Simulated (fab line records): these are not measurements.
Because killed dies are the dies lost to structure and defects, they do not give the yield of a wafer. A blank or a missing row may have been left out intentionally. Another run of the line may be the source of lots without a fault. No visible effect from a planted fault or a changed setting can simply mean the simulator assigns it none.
Lot-split experiment :: flow n5 finfet :: 21 wafers read across 7 lots, on a route 1938 steps long

## THE SPLIT
At N5_BEOL_M11_COAT_22 (resist thk 90 nm), the setting spin rpm was moved away from the recipe's 1500 rpm on 8 of the 21 wafers read, by -7.2% to +4.5%. For the rest of the wafers, this setting stayed at what the recipe calls for.

Reading taken at the split's own step.

## THE READING
CAR-ArF_of_BEOL_M11_COAT_22.thk nm (the simulator's own value, which no gauge read), in nm, at N5_BEOL_M11_COAT_22 (resist thk 90 nm). The file does not state a usual value for it. Here, 13 wafers ran the recipe; their average is 90.0 nm with a standard deviation of 0.23 nm.

wafer: L074.2
tool, chamber at the split: litho track-05, 0
spin rpm as run, rpm: 1500
against the recipe: recipe
CAR-ArF_of_BEOL_M11_COAT_22.thk nm, nm: 89.8
against lot-mates on the recipe: -

wafer: L074.3
tool, chamber at the split: litho track-05, 0
spin rpm as run, rpm: 1400
against the recipe: -6.7%
CAR-ArF_of_BEOL_M11_COAT_22.thk nm, nm: 93.2
against lot-mates on the recipe: +3.3

wafer: L074.6
tool, chamber at the split: litho track-05, 0
spin rpm as run, rpm: 1500
against the recipe: recipe
CAR-ArF_of_BEOL_M11_COAT_22.thk nm, nm: 90
against lot-mates on the recipe: -

wafer: L075.1
tool, chamber at the split: litho track-05, 0
spin rpm as run, rpm: 1500
against the recipe: recipe
CAR-ArF_of_BEOL_M11_COAT_22.thk nm, nm: 89.8
against lot-mates on the recipe: -

wafer: L075.6
tool, chamber at the split: litho track-05, 0
spin rpm as run, rpm: 1500
against the recipe: recipe
CAR-ArF_of_BEOL_M11_COAT_22.thk nm, nm: 89.8
against lot-mates on the recipe: -

wafer: L075.4
tool, chamber at the split: litho track-05, 0
spin rpm as run, rpm: 1500
against the recipe: recipe
CAR-ArF_of_BEOL_M11_COAT_22.thk nm, nm: 90
against lot-mates on the recipe: -

wafer: L086.3
tool, chamber at the split: litho track-05, 0
spin rpm as run, rpm: 1568
against the recipe: +4.5%
CAR-ArF_of_BEOL_M11_COAT_22.thk nm, nm: 88.2
against lot-mates on the recipe: -2.2

wafer: L086.5
tool, chamber at the split: litho track-05, 0
spin rpm as run, rpm: 1500
against the recipe: recipe
CAR-ArF_of_BEOL_M11_COAT_22.thk nm, nm: 90.2
against lot-mates on the recipe: -

wafer: L086.6
tool, chamber at the split: litho track-05, 0
spin rpm as run, rpm: 1500
against the recipe: recipe
CAR-ArF_of_BEOL_M11_COAT_22.thk nm, nm: 90.6
against lot-mates on the recipe: -

wafer: L088.2
tool, chamber at the split: litho track-03, 0
spin rpm as run, rpm: 1500
against the recipe: recipe
CAR-ArF_of_BEOL_M11_COAT_22.thk nm, nm: 90.2
against lot-mates on the recipe: -

wafer: L088.3
tool, chamber at the split: litho track-03, 0
spin rpm as run, rpm: 1500
against the recipe: recipe
CAR-ArF_of_BEOL_M11_COAT_22.thk nm, nm: 89.8
against lot-mates on the recipe: -

wafer: L088.6
tool, chamber at the split: litho track-03, 0
spin rpm as run, rpm: 1500
against the recipe: recipe
CAR-ArF_of_BEOL_M11_COAT_22.thk nm, nm: 90
against lot-mates on the recipe: -

wafer: L089.1
tool, chamber at the split: litho track-03, 0
spin rpm as run, rpm: 1500
against the recipe: recipe
CAR-ArF_of_BEOL_M11_COAT_22.thk nm, nm: 89.8
against lot-mates on the recipe: -

wafer: L089.4
tool, chamber at the split: litho track-03, 0
spin rpm as run, rpm: 1500
against the recipe: recipe
CAR-ArF_of_BEOL_M11_COAT_22.thk nm, nm: 90.2
against lot-mates on the recipe: -

wafer: L089.6
tool, chamber at the split: litho track-03, 0
spin rpm as run, rpm: 1392
against the recipe: -7.2%
CAR-ArF_of_BEOL_M11_COAT_22.thk nm, nm: 93.2
against lot-mates on the recipe: +3.2

wafer: L096.1
tool, chamber at the split: litho track-05, 0
spin rpm as run, rpm: 1564
against the recipe: +4.3%
CAR-ArF_of_BEOL_M11_COAT_22.thk nm, nm: 88.4
against lot-mates on the recipe: no lot-mate on the recipe

wafer: L096.2
tool, chamber at the split: litho track-05, 0
spin rpm as run, rpm: 1564
against the recipe: +4.3%
CAR-ArF_of_BEOL_M11_COAT_22.thk nm, nm: 88.2
against lot-mates on the recipe: no lot-mate on the recipe

wafer: L096.6
tool, chamber at the split: litho track-05, 0
spin rpm as run, rpm: 1564
against the recipe: +4.3%
CAR-ArF_of_BEOL_M11_COAT_22.thk nm, nm: 88.2
against lot-mates on the recipe: no lot-mate on the recipe

wafer: L095.1
tool, chamber at the split: litho track-05, 0
spin rpm as run, rpm: 1414
against the recipe: -5.7%
CAR-ArF_of_BEOL_M11_COAT_22.thk nm, nm: 92.6
against lot-mates on the recipe: +2.6

wafer: L095.3
tool, chamber at the split: litho track-05, 0
spin rpm as run, rpm: 1414
against the recipe: -5.7%
CAR-ArF_of_BEOL_M11_COAT_22.thk nm, nm: 92.6
against lot-mates on the recipe: +2.6

wafer: L095.4
tool, chamber at the split: litho track-05, 0
spin rpm as run, rpm: 1500
against the recipe: recipe
CAR-ArF_of_BEOL_M11_COAT_22.thk nm, nm: 90
against lot-mates on the recipe: -

THE FIT
A straight line over all 21 wafers: CAR-ArF_of_BEOL_M11_COAT_22.thk nm changes by -0.439 nm for each +1% of spin rpm; r = -0.99; the points scatter about the line by 0.21 nm.
The same after taking each lot's own level away (the mean of its wafers on the recipe; 18 wafers): -0.466 nm for each +1%; r = -0.99; scatter 0.15 nm.
On that fit, the largest move of spin rpm shifts the reading by 3.4 nm.
The lots' own levels span 89.87 to 90.40 nm, that is 2.3 times the standard deviation above.
Consequently the slope shifts little with the lot-to-lot level, the two slopes agreeing.
Check: for one of the wafers moved furthest among these (-7.2%), held out of the fit, the line's prediction against its lot-mates is +3.4 nm. Against them it came out at +3.2 nm.

## OTHER SPLITS ON THESE WAFERS
Other splits were also applied to these wafers ahead of the reading. Each is held against what the fit with the lots' levels taken away leaves over:
other split on the same wafers: N5_BEOL_M11_EXPOSE_08 dose mj
wafers away from the commonest value: 9
r with CAR-ArF_of_BEOL_M11_COAT_22.thk nm (lot level and that fit taken away): -0.18

## FILE'S OWN FIT
CAR-ArF_of_BEOL_M11_COAT_22.thk nm changes by -0.467 nm for each +1% of spin rpm, r = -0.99.
